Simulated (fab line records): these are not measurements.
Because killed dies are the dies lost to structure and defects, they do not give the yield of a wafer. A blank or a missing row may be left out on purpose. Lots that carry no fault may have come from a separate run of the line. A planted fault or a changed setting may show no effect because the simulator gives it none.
Matching of chambers | flow n5Finfet | 4 sister chambers for N5_BEOL_M10_CMP_52 on cmp-02
The step polishes, stops on SiCOH lowk, t overpolish 7 s, target thk 140 nm. 20 wafers are shown with their chamber, then 10 later ones without.

== WAFERS, EACH WITH ITS CHAMBER ==
wafer  | chamber | motorCurrentA (A) | timeToEndpointS (s) | barrierFieldEndpointS (s)
L078.2 | 1       | 7.3               | 64                  | 28.5
L078.3 | 3       | 6.3               | 67                  | 30.0
L078.5 | 0       | 5.8               | 71                  | 30.0
L080.1 | 1       | 7.3               | 63                  | 27.2
L080.3 | 0       | 6.4               | 71                  | 29.0
L080.5 | 2       | 6.2               | 65                  | 28.2
L079.1 | 0       | 5.9               | 75                  | 29.5
L079.5 | 3       | 6.4               | 63                  | 27.8
L079.6 | 2       | 5.9               | 67                  | 29.4
L077.2 | 2       | 6.1               | 67                  | 28.8
L077.4 | 3       | 6.3               | 62                  | 29.6
L077.6 | 2       | 6.0               | 66                  | 29.1
L083.1 | 3       | 6.3               | 63                  | 28.9
L083.5 | 2       | 5.9               | 67                  | 29.3
L083.6 | 1       | 7.5               | 61                  | 28.2
L084.3 | 2       | 6.0               | 63                  | 27.7
L084.4 | 3       | 6.4               | 64                  | 28.2
L084.6 | 3       | 6.1               | 63                  | 28.2
L085.1 | 1       | 7.4               | 62                  | 28.6
L085.3 | 2       | 5.8               | 65                  | 29.3

SIGNATURES (averages over the wafers above)
reading               | chamber 0 | chamber 1 | chamber 2 | chamber 3 | scatter within a chamber
motorCurrentA         | 6.033     | 7.375     | 5.986     | 6.300     | 0.159
timeToEndpointS       | 72.33     | 62.50     | 65.71     | 63.67     | 1.67
barrierFieldEndpointS | 29.500    | 28.125    | 28.829    | 28.783    | 0.709
Rule: distance of a wafer from a chamber = root of the sum over the readings of ((wafer's reading minus chamber's mean) / reading's scatter) squared. The wafer belongs to the nearest chamber; if the next one is less than 2 further off, it can't be placed. The scatter: take each reading less its chamber's mean, square it, sum over the shown wafers, divide by the number of wafers less the number of chambers, and take the root.

== WAFERS WHOSE CHAMBER IS MISSING ==
wafer  | motorCurrentA (A) | timeToEndpointS (s) | barrierFieldEndpointS (s)
L085.5 | 7.6               | 63                  | 29.5
L091.2 | 7.3               | 61                  | 28.7
L091.3 | 6.6               | 62                  | 27.4
L091.5 | 6.0               | 69                  | 29.3
L093.3 | 6.4               | 72                  | 29.7
L093.5 | 6.4               | 64                  | 28.1
L093.6 | 5.7               | 64                  | 29.4
L095.2 | 7.2               | 65                  | 29.0
L095.5 | 6.7               | 69                  | 29.8
L095.6 | 7.3               | 65                  | 29.5

== EACH ONE'S CHAMBER ==
wafer  | from the rows above               | in truth
L085.5 | 1                                 | 1
L091.2 | 1                                 | 1
L091.3 | 3                                 | 3
L091.5 | can't be placed: 0 or 2 or 3      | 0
L093.3 | 0                                 | 0
L093.5 | can't be placed: 3 or 2           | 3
L093.6 | can't be placed: 2 or 3           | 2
L095.2 | 1                                 | 1
L095.5 | can't be placed: 3 or 0 or 2 or 1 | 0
L095.6 | 1                                 | 1
6 of 10 placed correctly. Can't be placed from these rows: 4 (the true chamber is among the candidates in 4). Wrongly placed: 0.
